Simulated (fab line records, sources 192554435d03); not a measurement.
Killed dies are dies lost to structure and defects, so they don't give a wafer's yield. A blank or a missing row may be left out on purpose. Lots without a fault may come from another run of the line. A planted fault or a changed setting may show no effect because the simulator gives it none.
fab line records | flow n5_finfet
record lots=24 wafers=72 last_day=19
route steps=1938 shown BEOL_M11@1572 BEOL_M12@1635 BEOL_M13@1669 BEOL_M14@1726
lots that met no fault: from a run of the same line without faults
start_h: hours from the record's first day to the start of the lot's first wafer shown | wait_h: hours since the lot's step before | " the same as in the row above | L1.1+2: a row that stands for several wafers | - no value, or no start given | * or withheld: withheld | < > ~ a bound
route shown NAME@n: a module of which the file shows steps, and the number in the route of the first | usual: mean/standard deviation of fault-free wafers | same: alike in all rows | chamber/n: place in a boat | sites: the reading at each site | _std_site: their standard deviation | _edge_site: outer sites' mean less inner sites' | radius_mm: how far each site lies from the wafer's centre | mask NAME#n: copy n | behind: the tool/chamber that last shaped the wafer | hold: why the lot was held/for how many hours/how that ended | device: the transistor (n, p or np) that didn't switch | end of line: the same wafers' tests at the end of the route | a step without rows: its recipe alone | killed: dies lost to structure and defects at the first sort, not the wafer's yield | map: a wafer's dies, x killed, . not, _ none there
set.NAME: the setting as run; set.NAME@STEP: as run at that earlier step | model.NAME: the simulator's own value behind a step, which no gauge read
steps of the route over a sample of lots; a table a step, a row a wafer
services: from which hour (start_h, from the record's first day; less than 0 if before it) a tool's chamber was out of use, for how many hours, and why
## steps
# step N5_BEOL_M11_ETCH_65
# recipe chemistry=CF4 target=SiARC target_depth_a=390 mask_material=CAR-ArF time_s=65 ion_energy_ev=80 pressure_mtorr=40 source_w=545 bias_w=36 Ar_flow_sccm=100 cf4_flow_sccm=100 ends=cleared
# usual drypump_motor_current_A=5.9/0.52 etch_rf_on_time_s=64.5/1.2 oes_product_au=0.67/0.082 rf_vpp_V=183.9/1.2 showerhead_plenum_p_Torr=2.13/0.068 throttle_valve_pct=15.63/0.29
# columns lot.wafer tool chamber start_h wait_h drypump_motor_current_A etch_rf_on_time_s oes_product_au rf_hours_counter_h rf_vpp_V showerhead_plenum_p_Torr throttle_valve_pct
L076.2 rie_diel-02 2 245.63 0.0 6.4 64.4 0.80 15 183.5 2.10 15.59
L076.5 " 2 " " 6.4 64.5 0.79 - 183.9 2.10 15.58
L076.6 " 3 " " 6.2 66.3 0.58 - 182.8 2.04 15.78
L074.2 rie_diel-03 2 245.95 0.0 5.8 65.0 0.62 163 184.9 2.14 15.54
L074.3 " 1 " " 6.0 65.0 0.61 192 184.2 2.21 16.11
L074.6 " 0 " " 4.9 64.8 0.65 - 184.1 2.14 15.41
L075.1 rie_diel-02 1 249.08 0.0 5.2 65.0 0.59 234 183.1 2.04 15.99
L075.2 " 2 " " 6.5 64.0 0.79 16 183.0 2.10 15.59
L075.5 " 1 " " 5.2 65.7 0.58 - 182.9 2.04 16.00
L077.1 rie_diel-02 2 260.92 0.0 6.4 64.4 0.79 20 183.8 2.10 15.59
L077.5 " 2 " " 6.4 64.8 0.79 - 184.0 2.10 15.60
L077.6 " 3 " " 6.2 66.9 0.58 - 181.9 2.04 15.80
L078.1 rie_diel-03 2 261.44 0.0 5.8 64.8 0.62 169 183.9 2.14 15.54
L078.3 " 1 " " 6.0 65.3 0.60 198 184.6 2.21 16.10
L078.6 " 2 " " 5.8 65.4 0.62 - 183.9 2.14 15.55
L079.3 rie_diel-01 3 261.62 0.0 5.4 63.3 0.78 22 184.2 2.11 15.21
L079.4 " 1 " " 5.7 61.7 0.74 62 184.6 2.26 15.11
L079.6 " 3 " " 5.4 63.5 0.78 - 182.5 2.11 15.20
L081.2 rie_diel-02 3 270.13 0.0 6.2 66.5 0.57 242 182.5 2.04 15.81
L081.4 " 1 " " 5.2 65.5 0.58 237 181.6 2.04 15.99
L081.5 " 0 " " 5.6 62.8 0.76 - 183.6 2.09 15.36
L080.3 rie_diel-03 1 274.60 0.0 6.1 66.2 0.60 202 184.8 2.21 16.11
L080.4 " 3 " " 6.7 63.2 0.73 53 184.7 2.17 15.36
L080.5 " 2 " " 5.7 65.5 0.61 - 183.2 2.14 15.55
L082.1 rie_diel-02 2 280.58 0.0 6.4 65.0 0.77 26 184.5 2.10 15.62
L082.2 " 3 " " 6.2 66.1 0.57 245 184.1 2.03 15.81
L082.5 " 3 " " 6.2 65.8 0.57 - 182.5 2.03 15.80
L083.3 rie_diel-02 3 288.64 0.0 6.2 66.8 0.57 247 182.9 2.03 15.80
L083.5 " 0 " " 5.6 64.0 0.75 - 183.7 2.09 15.37
L083.6 " 3 " " 6.2 66.6 0.57 - 181.7 2.03 15.81
L084.2 rie_diel-02 2 296.86 0.0 6.4 63.9 0.77 31 182.4 2.10 15.60
L084.4 " 1 " " 5.2 65.4 0.58 - 183.3 2.03 16.01
L084.6 " 3 " " 6.2 66.5 0.56 - 182.0 2.03 15.79
L085.3 rie_diel-02 2 299.89 0.0 6.4 63.0 0.77 32 184.8 2.10 15.62
L085.4 " 1 " " 5.2 64.9 0.58 - 182.0 2.03 16.01
L085.5 " 2 " " 6.4 64.1 0.76 - 184.6 2.10 15.63
L087.1 rie_diel-02 0 313.92 0.0 5.6 63.1 0.75 51 182.2 2.08 15.39
L087.2 " 1 " " 5.2 64.8 0.58 253 183.2 2.03 16.03
L087.3 " 2 " " 6.4 63.7 0.76 39 182.8 2.09 15.63
L089.1 rie_diel-03 3 327.64 0.0 6.6 63.3 0.71 68 183.8 2.17 15.37
L089.2 " 0 " " 4.9 65.4 0.63 183 183.0 2.13 15.45
L089.3 " 1 " " 6.0 65.5 0.59 216 185.3 2.20 16.15
L088.1 rie_diel-01 3 331.29 0.0 5.4 63.3 0.74 44 182.9 2.10 15.26
L088.4 " 0 " " 6.4 64.7 0.66 - 182.6 2.14 15.47
L088.6 " 1 " " 5.8 61.6 0.73 - 185.2 2.25 15.13
L086.3 rie_diel-03 3 331.63 0.0 6.6 63.4 0.71 69 183.3 2.17 15.40
L086.4 " 0 " " 4.9 65.1 0.64 184 182.5 2.13 15.45
L086.6 " 2 " " 5.7 65.7 0.60 - 183.0 2.13 15.59
L090.3 rie_diel-02 2 336.72 0.0 6.4 64.8 0.74 48 184.3 2.09 15.67
L090.4 " 3 " " 6.2 64.5 0.80 - 187.3 2.28 15.30
L090.6 " 2 " " 6.4 64.7 0.74 - 184.8 2.09 15.67
L091.2 rie_diel-01 3 368.15 0.0 5.4 64.0 0.73 55 182.9 2.10 15.27
L091.4 " 0 " " 6.5 65.5 0.66 162 184.2 2.14 15.49
L091.6 " 0 " " 6.4 64.7 0.65 - 183.9 2.14 15.51
L093.1 rie_diel-03 0 373.32 0.0 4.9 65.1 0.62 196 183.4 2.13 15.49
L093.5 " 1 " " 6.0 65.3 0.59 - 185.0 2.20 16.17
L093.6 " 0 " " 4.9 64.0 0.63 - 184.6 2.13 15.47
L092.4 rie_diel-02 0 373.36 0.0 5.6 63.1 0.72 70 182.8 2.08 15.41
L092.5 " 1 " " 5.2 63.3 0.84 - 186.7 2.29 15.48
L092.6 " 0 " " 5.6 62.6 0.72 - 184.4 2.08 15.44
L094.2 rie_diel-03 2 375.07 0.0 5.8 65.8 0.59 204 185.3 2.13 15.60
L094.3 " 3 " " 6.6 62.7 0.71 82 184.2 2.16 15.39
L094.6 " 1 " " 6.0 66.6 0.58 - 184.5 2.20 16.18
L095.2 rie_diel-02 1 398.34 0.0 5.2 63.0 0.83 10 185.5 2.28 15.50
L095.3 " 0 " " 5.6 62.8 0.71 77 182.9 2.07 15.43
L095.4 " 2 " " 6.4 65.1 0.71 65 183.1 2.08 15.68
L096.1 rie_diel-03 0 398.80 0.0 4.9 65.1 0.62 202 185.2 2.13 15.48
L096.3 " 3 " " 6.6 62.3 0.71 88 184.0 2.16 15.41
L096.5 " 1 " " 6.1 64.7 0.58 - 183.8 2.20 16.20
L097.1 rie_diel-03 0 401.60 0.0 4.9 64.8 0.62 203 184.5 2.13 15.48
L097.2 " 1 " " 6.1 65.0 0.59 236 184.7 2.20 16.19
L097.3 " 2 " " 5.8 64.8 0.58 210 184.0 2.13 15.62
# step N5_BEOL_M11_STRIP_77
# recipe chemistry=N2/H2 time_s=10 power_w=450 temp_c=40 pressure_mtorr=20 rf_frequency_hz=6e+07 bias_power_w=7 n2_flow_sccm=200 h2_flow_sccm=200
# usual drypump_motor_current_A=5.9/0.52 oes_product_au=0.78/0.094 rf_vpp_V=59.1/0.86 showerhead_plenum_p_Torr=2.52/0.087 throttle_valve_pct=23.7/0.33
# columns lot.wafer tool chamber start_h wait_h drypump_motor_current_A oes_product_au rf_hours_counter_h rf_vpp_V showerhead_plenum_p_Torr throttle_valve_pct
L076.2 rie_diel-02 2 - - 6.4 0.93 15 58.0 2.48 23.6
L076.5 " 2 " " 6.4 0.93 - 57.4 2.48 23.6
L076.6 " 3 " " 6.2 0.68 - 58.0 2.41 24.0
L074.2 rie_diel-03 2 - - 5.8 0.73 163 58.4 2.54 23.5
L074.3 " 1 " " 6.0 0.72 192 59.2 2.62 24.2
L074.6 " 0 " " 4.9 0.76 - 59.2 2.53 23.4
L075.1 rie_diel-02 1 - - 5.2 0.70 234 58.7 2.40 24.0
L075.2 " 2 " " 6.5 0.92 17 59.0 2.48 23.6
L075.5 " 1 " " 5.2 0.69 - 59.1 2.40 24.0
L077.1 rie_diel-02 2 - - 6.4 0.91 21 59.6 2.48 23.6
L077.5 " 2 " " 6.4 0.91 - 57.0 2.48 23.6
L077.6 " 3 " " 6.2 0.68 - 57.3 2.41 24.0
L078.1 rie_diel-03 2 - - 5.8 0.73 169 58.0 2.54 23.5
L078.3 " 1 " " 6.1 0.71 198 60.4 2.62 24.2
L078.6 " 2 " " 5.8 0.72 - 60.1 2.54 23.5
L079.3 rie_diel-01 3 - - 5.4 0.91 22 59.0 2.47 22.9
L079.4 " 1 " " 5.8 0.86 62 60.0 2.68 23.3
L079.6 " 3 " " 5.4 0.92 - 58.1 2.47 22.9
L081.2 rie_diel-02 3 - - 6.2 0.67 242 59.4 2.41 24.1
L081.4 " 1 " " 5.2 0.69 238 59.6 2.40 24.0
L081.5 " 0 " " 5.6 0.90 - 57.9 2.47 23.4
L080.3 rie_diel-03 1 - - 6.0 0.71 202 58.6 2.62 24.2
L080.4 " 3 " " 6.7 0.86 53 59.2 2.58 23.4
L080.5 " 2 " " 5.8 0.72 - 57.7 2.54 23.5
L082.1 rie_diel-02 2 - - 6.4 0.90 27 59.5 2.48 23.6
L082.2 " 3 " " 6.2 0.67 245 57.7 2.41 24.1
L082.5 " 3 " " 6.2 0.66 - 58.8 2.41 24.0
L083.3 rie_diel-02 3 - - 6.2 0.66 247 59.3 2.41 24.1
L083.5 " 0 " " 5.6 0.89 - 58.8 2.47 23.4
L083.6 " 3 " " 6.2 0.67 - 58.9 2.40 24.1
L084.2 rie_diel-02 2 - - 6.4 0.89 31 58.7 2.48 23.6
L084.4 " 1 " " 5.2 0.68 - 59.5 2.40 24.0
L084.6 " 3 " " 6.2 0.67 - 57.8 2.40 24.1
L085.3 rie_diel-02 2 - - 6.4 0.89 32 60.4 2.48 23.6
L085.4 " 1 " " 5.2 0.70 - 57.4 2.40 24.1
L085.5 " 2 " " 6.4 0.89 - 58.7 2.48 23.6
L087.1 rie_diel-02 0 - - 5.6 0.88 51 58.5 2.47 23.4
L087.2 " 1 " " 5.2 0.69 253 58.9 2.39 24.1
L087.3 " 2 " " 6.4 0.88 39 58.7 2.47 23.6
L089.1 rie_diel-03 3 - - 6.7 0.83 68 59.4 2.57 23.4
L089.2 " 0 " " 4.9 0.75 183 59.4 2.52 23.4
L089.3 " 1 " " 6.1 0.69 217 60.3 2.61 24.2
L088.1 rie_diel-01 3 - - 5.4 0.86 44 59.0 2.46 22.9
L088.4 " 0 " " 6.5 0.76 - 57.9 2.54 23.4
L088.6 " 1 " " 5.7 0.83 - 59.3 2.67 23.3
L086.3 rie_diel-03 3 - - 6.6 0.82 69 60.1 2.57 23.4
L086.4 " 0 " " 4.9 0.74 184 58.0 2.52 23.5
L086.6 " 2 " " 5.8 0.71 - 59.5 2.53 23.5
L090.3 rie_diel-02 2 - - 6.4 0.86 48 59.1 2.47 23.6
L090.4 " 3 " " 6.2 0.93 - 59.8 2.72 23.6
L090.6 " 2 " " 6.5 0.86 - 58.5 2.47 23.6
L091.2 rie_diel-01 3 - - 5.4 0.84 55 58.0 2.46 22.9
L091.4 " 0 " " 6.5 0.76 162 59.6 2.53 23.4
L091.6 " 0 " " 6.4 0.77 - 58.4 2.53 23.4
L093.1 rie_diel-03 0 - - 4.9 0.74 196 59.9 2.51 23.5
L093.5 " 1 " " 6.0 0.68 - 58.8 2.61 24.2
L093.6 " 0 " " 4.9 0.73 - 60.2 2.51 23.5
L092.4 rie_diel-02 0 - - 5.6 0.85 70 58.9 2.46 23.4
L092.5 " 1 " " 5.2 0.99 - 61.3 2.71 23.5
L092.6 " 0 " " 5.6 0.85 - 58.9 2.46 23.4
L094.2 rie_diel-03 2 - - 5.8 0.69 204 59.2 2.52 23.5
L094.3 " 3 " " 6.6 0.82 82 58.8 2.57 23.4
L094.6 " 1 " " 6.1 0.68 - 58.8 2.61 24.2
L095.2 rie_diel-02 1 - - 5.2 0.97 11 59.1 2.71 23.5
L095.3 " 0 " " 5.6 0.84 77 59.6 2.46 23.4
L095.4 " 2 " " 6.4 0.83 65 59.7 2.46 23.6
L096.1 rie_diel-03 0 - - 4.9 0.73 203 59.0 2.51 23.5
L096.3 " 3 " " 6.6 0.81 88 57.9 2.56 23.4
L096.5 " 1 " " 6.1 0.69 - 59.1 2.61 24.2
L097.1 rie_diel-03 0 - - 4.9 0.73 203 58.3 2.51 23.5
L097.2 " 1 " " 6.0 0.69 236 60.6 2.61 24.2
L097.3 " 2 " " 5.8 0.69 210 58.3 2.52 23.5
# step N5_BEOL_M12_DESCUM_33
# recipe chemistry=O2 time_s=7.9 source_power_w=50 bias_power_w=20 pressure_mtorr=20 rf_frequency_hz=2.712e+07 temp_c=40 o2_flow_sccm=225
# usual drypump_motor_current_A=5.6/0.47 oes_product_au=0.79/0.082 rf_vpp_V=243.2/1.4 showerhead_plenum_p_Torr=2.09/0.077 throttle_valve_pct=20.41/0.25
# columns lot.wafer tool chamber start_h wait_h drypump_motor_current_A oes_product_au rf_hours_counter_h rf_vpp_V showerhead_plenum_p_Torr throttle_valve_pct
L076.2 rie_diel-04 1 252.17 0.6 5.9 0.71 201 246.0 2.15 20.19
L076.5 " 1 " " 5.9 0.70 - 246.1 2.15 20.18
L076.6 " 2 " " 5.8 0.77 - 243.5 2.12 20.61
L074.2 rie_diel-04 1 252.66 0.6 5.9 0.70 201 245.1 2.15 20.17
L074.3 " 3 " " 5.8 0.74 183 243.4 1.99 20.61
L074.6 " 3 " " 5.8 0.73 - 240.6 1.99 20.61
L075.1 rie_diel-06 1 254.18 0.2 5.8 0.74 167 241.1 2.00 20.52
L075.2 " 2 " " 4.9 0.98 9 244.2 2.07 19.90
L075.5 " 1 " " 5.8 0.74 - 241.3 2.00 20.51
L077.1 rie_diel-05 3 266.21 0.2 5.5 0.95 3 244.6 2.14 20.37
L077.5 " 2 " " 5.2 0.89 - 244.5 2.21 19.99
L077.6 " 1 " " 5.1 0.91 - 244.6 2.15 20.63
L078.1 rie_diel-06 2 267.26 0.0 4.9 0.96 14 242.5 2.07 19.90
L078.3 " 3 " " 6.0 0.75 155 244.2 2.20 20.77
L078.6 " 1 " " 5.8 0.73 - 242.6 2.00 20.53
L079.3 rie_diel-05 1 267.89 0.3 5.2 0.89 32 241.7 2.15 20.63
L079.4 " 3 " " 5.5 0.95 3 244.6 2.14 20.39
L079.6 " 2 " " 5.2 0.89 - 246.8 2.21 19.98
L081.2 rie_diel-04 0 276.02 0.0 4.7 0.79 114 243.0 2.09 20.20
L081.4 " 2 " " 5.8 0.77 117 243.6 2.11 20.61
L081.5 " 0 " " 4.7 0.79 - 242.9 2.09 20.19
L080.3 rie_diel-04 1 283.74 0.0 5.9 0.70 212 242.3 2.15 20.20
L080.4 " 0 " " 4.7 0.79 115 243.8 2.09 20.20
L080.5 " 1 " " 5.9 0.70 - 244.5 2.15 20.20
L082.1 rie_diel-05 2 285.84 0.0 5.2 0.88 47 244.6 2.21 20.00
L082.2 " 0 " " 6.4 0.71 208 242.4 1.98 20.43
L082.5 " 2 " " 5.2 0.88 - 245.4 2.21 20.01
L083.3 rie_diel-06 0 293.90 0.0 5.9 0.86 70 243.7 2.20 20.38
L083.5 " 2 " " 4.9 0.94 - 241.8 2.06 19.92
L083.6 " 1 " " 5.8 0.74 - 241.7 2.00 20.57
L084.2 rie_diel-06 3 301.86 0.1 6.0 0.75 166 243.2 2.20 20.78
L084.4 " 0 " " 5.8 0.86 73 246.1 2.20 20.38
L084.6 " 2 " " 4.9 0.93 - 240.3 2.06 19.92
L085.3 rie_diel-04 0 304.50 0.1 4.8 0.79 123 244.1 2.09 20.20
L085.4 " 1 " " 5.9 0.69 220 243.5 2.14 20.19
L085.5 " 3 " " 5.8 0.72 - 241.3 1.98 20.65
L087.1 rie_diel-05 1 319.84 0.0 5.2 0.88 46 244.8 2.14 20.66
L087.2 " 3 " " 5.5 0.90 19 244.2 2.14 20.40
L087.3 " 0 " " 6.4 0.72 218 242.1 1.98 20.44
L089.1 rie_diel-04 0 335.26 0.0 4.8 0.78 134 242.9 2.09 20.23
L089.2 " 2 " " 5.8 0.76 139 244.2 2.10 20.65
L089.3 " 3 " " 5.7 0.72 213 242.7 1.98 20.66
L088.1 rie_diel-04 2 336.50 0.0 5.8 0.76 140 242.5 2.10 20.66
L088.4 " 1 " " 5.9 0.68 231 243.6 2.14 20.21
L088.6 " 1 " " 6.0 0.68 - 242.3 2.14 20.20
L086.3 rie_diel-05 3 337.58 0.0 5.6 0.88 26 243.6 2.14 20.40
L086.4 " 0 " " 6.4 0.70 225 242.6 1.98 20.46
L086.6 " 0 " " 6.4 0.70 - 241.4 1.98 20.45
L090.3 rie_diel-05 0 344.25 0.0 6.4 0.70 227 240.2 1.97 20.44
L090.4 " 3 " " 5.6 0.88 28 244.1 2.14 20.42
L090.6 " 1 " " 5.1 0.87 - 243.9 2.14 20.67
L091.2 rie_diel-04 1 372.89 0.0 5.9 0.67 239 242.7 2.14 20.23
L091.4 " 0 " " 4.8 0.77 148 242.4 2.08 20.25
L091.6 " 0 " " 4.7 0.76 - 243.2 2.08 20.25
L092.4 rie_diel-05 3 377.64 0.0 5.6 0.86 39 243.9 2.13 20.43
L092.5 " 3 " " 5.5 0.87 - 244.2 2.13 20.43
L092.6 " 0 " " 6.4 0.70 - 241.0 1.97 20.48
L093.1 rie_diel-04 1 378.10 0.0 6.0 0.68 241 243.2 2.14 20.25
L093.5 " 1 " " 5.9 0.68 - 244.1 2.14 20.23
L093.6 " 2 " " 5.8 0.73 - 242.9 2.10 20.68
L094.2 rie_diel-05 1 382.80 0.1 5.2 0.85 69 244.3 2.14 20.67
L094.3 " 2 " " 5.2 0.85 76 243.7 2.20 20.04
L094.6 " 3 " " 5.6 0.86 - 243.5 2.13 20.44
L095.2 rie_diel-04 2 404.73 0.0 5.8 0.73 162 242.6 2.10 20.69
L095.3 " 3 " " 5.7 0.70 238 242.6 1.97 20.72
L095.4 " 3 " " 5.8 0.70 - 241.6 1.97 20.69
L096.1 rie_diel-06 0 405.42 0.2 5.8 0.82 104 243.8 2.19 20.42
L096.3 " 3 " " 6.0 0.72 193 242.6 2.19 20.82
L096.5 " 1 " " 5.8 0.71 - 240.6 1.99 20.60
L097.1 rie_diel-05 3 406.21 0.1 5.5 0.86 45 243.4 2.13 20.44
L097.2 " 1 " " 5.1 0.83 78 242.4 2.13 20.70
L097.3 " 0 " " 6.4 0.68 250 241.7 1.97 20.50
# step N5_BEOL_M12_SPUTTER_43
# recipe material=TaN target_thk_a=150 temp_c=50 bias_v=168.6 power_w=15000 chamber_pressure_pa=0.12 time_s=24.19
# usual throttle_valve_pct=30.0/1.1
# columns lot.wafer tool chamber start_h wait_h throttle_valve_pct
L076.2 pvd_sputter-01 - 253.13 0.0 31.1
L076.5 " - " " 31.1
L076.6 " - " " 31.4
L074.2 pvd_sputter-01 - 253.69 0.0 31.3
L074.3 " - " " 31.1
L074.6 " - " " 31.2
L075.1 pvd_sputter-02 - 255.27 0.0 28.7
L075.2 " - " " 29.2
L075.5 " - " " 28.9
L077.1 pvd_sputter-03 - 268.23 0.0 30.8
L077.5 " - " " 29.5
L077.6 " - " " 30.4
L078.1 pvd_sputter-01 - 268.30 0.0 31.2
L078.3 " - " " 31.0
L078.6 " - " " 31.2
L079.3 pvd_sputter-03 - 268.94 0.0 29.5
L079.4 " - " " 31.2
L079.6 " - " " 29.4
L081.2 pvd_sputter-02 - 284.77 0.0 29.6
L081.4 " - " " 29.4
L081.5 " - " " 29.1
L080.3 pvd_sputter-02 - 285.29 0.0 29.4
L080.4 " - " " 29.1
L080.5 " - " " 28.6
L082.1 pvd_sputter-02 - 292.51 0.0 28.8
L082.2 " - " " 29.3
L082.5 " - " " 28.7
L083.3 pvd_sputter-02 - 301.10 0.0 28.8
L083.5 " - " " 29.2
L083.6 " - " " 29.5
L084.2 pvd_sputter-01 - 304.39 0.0 31.3
L084.4 " - " " 31.4
L084.6 " - " " 31.2
L085.3 pvd_sputter-02 - 309.50 0.0 29.5
L085.4 " - " " 29.3
L085.5 " - " " 29.5
L087.1 pvd_sputter-03 - 324.49 0.0 32.7
L087.2 " - " " 30.9
L087.3 " - " " 30.4
L089.1 pvd_sputter-02 - 337.62 0.0 28.6
L089.2 " - " " 29.0
L089.3 " - " " 29.3
L088.1 pvd_sputter-03 - 337.65 0.0 29.4
L088.4 " - " " 30.7
L088.6 " - " " 30.3
L086.3 pvd_sputter-03 - 338.52 0.0 32.8
L086.4 " - " " 30.7
L086.6 " - " " 32.8
L090.3 pvd_sputter-02 - 351.30 0.0 28.9
L090.4 " - " " 29.7
L090.6 " - " " 28.9
L091.2 pvd_sputter-02 - 374.27 0.0 29.7
L091.4 " - " " 29.1
L091.6 " - " " 29.0
L092.4 pvd_sputter-01 - 380.83 0.0 31.6
L092.5 " - " " 31.0
L092.6 " - " " 31.3
L093.1 pvd_sputter-02 - 383.10 0.0 29.3
L093.5 " - " " 29.4
L093.6 " - " " 29.1
L094.2 pvd_sputter-03 - 383.82 0.0 32.7
L094.3 " - " " 29.7
L094.6 " - " " 31.1
L095.2 pvd_sputter-02 - 408.25 0.0 29.1
L095.3 " - " " 29.8
L095.4 " - " " 28.8
L096.1 pvd_sputter-02 - 408.65 0.0 29.5
L096.3 " - " " 29.3
L096.5 " - " " 29.5
L097.1 pvd_sputter-01 - 409.06 0.0 31.2
L097.2 " - " " 31.0
L097.3 " - " " 30.0
# step N5_BEOL_M13_CD_MEAS_10
# recipe target_cd_nm=190 landing_energy_ev=500 detector=se_inlens polarity=opening
# usual cd_nm=189.7/1.5
# columns lot.wafer tool chamber start_h wait_h cd_nm
L076.2 cd_sem-02 0 255.91 - 186.8
L076.5 " 0 " " 189.3
L076.6 " 0 " " 187.8
L074.2 cd_sem-03 0 257.59 - 189.4
L074.3 " 0 " " 189.0
L074.6 " 0 " " 189.6
L075.1 cd_sem-01 0 258.30 - 189.7
L075.2 " 0 " " 189.9
L075.5 " 0 " " 190.4
L077.1 cd_sem-02 0 270.05 - 190.8
L077.5 " 0 " " 190.7
L077.6 " 0 " " 190.9
L078.1 cd_sem-03 0 270.09 - 190.5
L078.3 " 0 " " 189.1
L078.6 " 0 " " 192.0
L079.3 cd_sem-01 0 270.60 - 189.5
L079.4 " 0 " " 191.2
L079.6 " 0 " " 187.7
L081.2 cd_sem-02 0 286.55 - 189.8
L081.4 " 0 " " 186.7
L081.5 " 0 " " 189.4
L080.3 cd_sem-01 0 287.07 - 191.5
L080.4 " 0 " " 192.4
L080.5 " 0 " " 192.0
L082.1 cd_sem-01 0 294.29 - 189.2
L082.2 " 0 " " 191.1
L082.5 " 0 " " 189.4
L083.3 cd_sem-02 0 302.77 - 191.0
L083.5 " 0 " " 190.9
L083.6 " 0 " " 189.8
L084.2 cd_sem-01 0 306.17 - 188.6
L084.4 " 0 " " 191.0
L084.6 " 0 " " 188.0
L085.3 cd_sem-01 0 311.75 - 191.7
L085.4 " 0 " " 191.0
L085.5 " 0 " " 190.6
L087.1 cd_sem-02 0 326.14 - 191.9
L087.2 " 0 " " 192.8
L087.3 " 0 " " 192.1
L089.1 cd_sem-02 0 339.81 - 186.9
L089.2 " 0 " " 186.8
L089.3 " 0 " " 188.9
L088.1 cd_sem-03 0 340.47 - 189.6
L088.4 " 0 " " 192.5
L088.6 " 0 " " 188.2
L086.3 cd_sem-02 0 341.08 - 189.9
L086.4 " 0 " " 190.4
L086.6 " 0 " " 189.9
L090.3 cd_sem-03 0 353.66 - 188.8
L090.4 " 0 " " 190.8
L090.6 " 0 " " 188.6
L091.2 cd_sem-03 0 375.95 - 189.0
L091.4 " 0 " " 187.4
L091.6 " 0 " " 188.0
L092.4 cd_sem-01 0 382.49 - 190.3
L092.5 " 0 " " 188.2
L092.6 " 0 " " 188.6
L093.1 cd_sem-02 0 385.06 - 189.3
L093.5 " 0 " " 188.7
L093.6 " 0 " " 190.5
L094.2 cd_sem-03 0 385.60 - 187.4
L094.3 " 0 " " 188.7
L094.6 " 0 " " 188.2
L095.2 cd_sem-02 0 410.32 - 191.9
L095.3 " 0 " " 191.9
L095.4 " 0 " " 191.8
L096.1 cd_sem-02 0 410.48 - 191.1
L096.3 " 0 " " 188.5
L096.5 " 0 " " 189.1
L097.1 cd_sem-02 0 410.99 - 191.2
L097.2 " 0 " " 189.4
L097.3 " 0 " " 189.1
# step N5_BEOL_M14_CD_MEAS_10
# recipe target_cd_nm=250 landing_energy_ev=500 detector=se_inlens polarity=opening
# usual cd_nm=250.3/1.8
# columns lot.wafer tool chamber start_h wait_h cd_nm
L076.2 cd_sem-01 0 260.18 - 248.5
L076.5 " 0 " " 250.0
L076.6 " 0 " " 253.5
L074.2 cd_sem-03 0 261.90 - 250.7
L074.3 " 0 " " 248.5
L074.6 " 0 " " 252.5
L075.1 cd_sem-02 0 262.30 - 252.3
L075.2 " 0 " " 250.3
L075.5 " 0 " " 249.1
L077.1 cd_sem-01 0 275.84 - 248.7
L077.5 " 0 " " 252.9
L077.6 " 0 " " 251.8
L079.3 cd_sem-02 0 292.20 - 250.4
L079.4 " 0 " " 251.5
L079.6 " 0 " " 252.6
L078.1 cd_sem-03 0 293.26 - 252.8
L078.3 " 0 " " 253.5
L078.6 " 0 " " 250.0
L081.2 cd_sem-01 0 295.08 - 252.3
L081.4 " 0 " " 254.2
L081.5 " 0 " " 253.0
L080.3 cd_sem-02 0 295.78 - 249.0
L080.4 " 0 " " 248.4
L080.5 " 0 " " 249.4
L082.1 cd_sem-03 0 299.58 - 248.7
L082.2 " 0 " " 249.7
L082.5 " 0 " " 250.0
L083.3 cd_sem-01 0 311.11 - 250.8
L083.5 " 0 " " 248.8
L083.6 " 0 " " 251.7
L084.2 cd_sem-01 0 312.04 - 251.8
L084.4 " 0 " " 249.9
L084.6 " 0 " " 251.2
L085.3 cd_sem-02 0 317.41 - 249.9
L085.4 " 0 " " 248.4
L085.5 " 0 " " 246.8
L087.1 cd_sem-02 0 331.52 - 249.7
L087.2 " 0 " " 249.0
L087.3 " 0 " " 247.5
L089.1 cd_sem-01 0 344.54 - 248.3
L089.2 " 0 " " 251.6
L089.3 " 0 " " 249.7
L088.1 cd_sem-02 0 345.73 - 251.1
L088.4 " 0 " " 251.0
L088.6 " 0 " " 252.2
L086.3 cd_sem-01 0 346.49 - 252.7
L086.4 " 0 " " 253.7
L086.6 " 0 " " 252.2
L090.3 cd_sem-02 0 359.39 - 249.4
L090.4 " 0 " " 252.0
L090.6 " 0 " " 249.8
L091.2 cd_sem-03 0 382.88 - 248.4
L091.4 " 0 " " 250.7
L091.6 " 0 " " 250.1
L094.2 cd_sem-02 0 390.27 - 248.5
L094.3 " 0 " " 250.1
L094.6 " 0 " " 253.0
L093.1 cd_sem-03 0 391.65 - 248.9
L093.5 " 0 " " 250.3
L093.6 " 0 " " 248.2
L092.4 cd_sem-02 0 392.41 - 249.2
L092.5 " 0 " " 247.9
L092.6 " 0 " " 248.4
L095.2 cd_sem-02 0 415.48 - 250.1
L095.3 " 0 " " 250.2
L095.4 " 0 " " 249.4
L096.1 cd_sem-02 0 420.98 - 248.0
L096.3 " 0 " " 245.2
L096.5 " 0 " " 253.4
L097.1 cd_sem-02 0 421.43 - 249.6
L097.2 " 0 " " 252.4
L097.3 " 0 " " 250.4
## services
# columns tool chamber start_h hours kind
rie_diel-02 - 226.79 14.6 pm
rie_diel-04 2 227.60 7.5 repair
rie_diel-04 - 246.59 4.3 pm
rie_diel-04 3 270.27 1.4 repair
rie_diel-02 0 275.91 6.9 repair
rie_diel-05 1 276.52 6.8 repair
rie_diel-01 2 285.53 14.8 repair
pvd_sputter-03 - 294.50 0.8 repair
rie_diel-02 3 302.17 - clean
rie_diel-02 3 302.17 - consumable_replace:focus_ring
rie_diel-02 3 302.17 - consumable_replace:showerhead
rie_diel-02 3 302.17 17.7 scheduled_down
rie_diel-02 3 302.17 17.7 vent_cycle
rie_diel-05 2 314.84 9.9 repair
rie_diel-02 1 320.25 - clean
rie_diel-02 1 320.25 - consumable_replace:esc
rie_diel-02 1 320.25 - consumable_replace:focus_ring
rie_diel-04 - 349.59 0.2 repair
rie_diel-04 1 363.68 6.5 repair
pvd_sputter-03 - 376.74 2.5 repair
rie_diel-05 3 386.33 11.0 repair
rie_diel-06 3 389.38 10.4 repair
pvd_sputter-01 - 396.40 1.4 repair
rie_diel-01 - 402.47 2.1 repair
## key
fault none
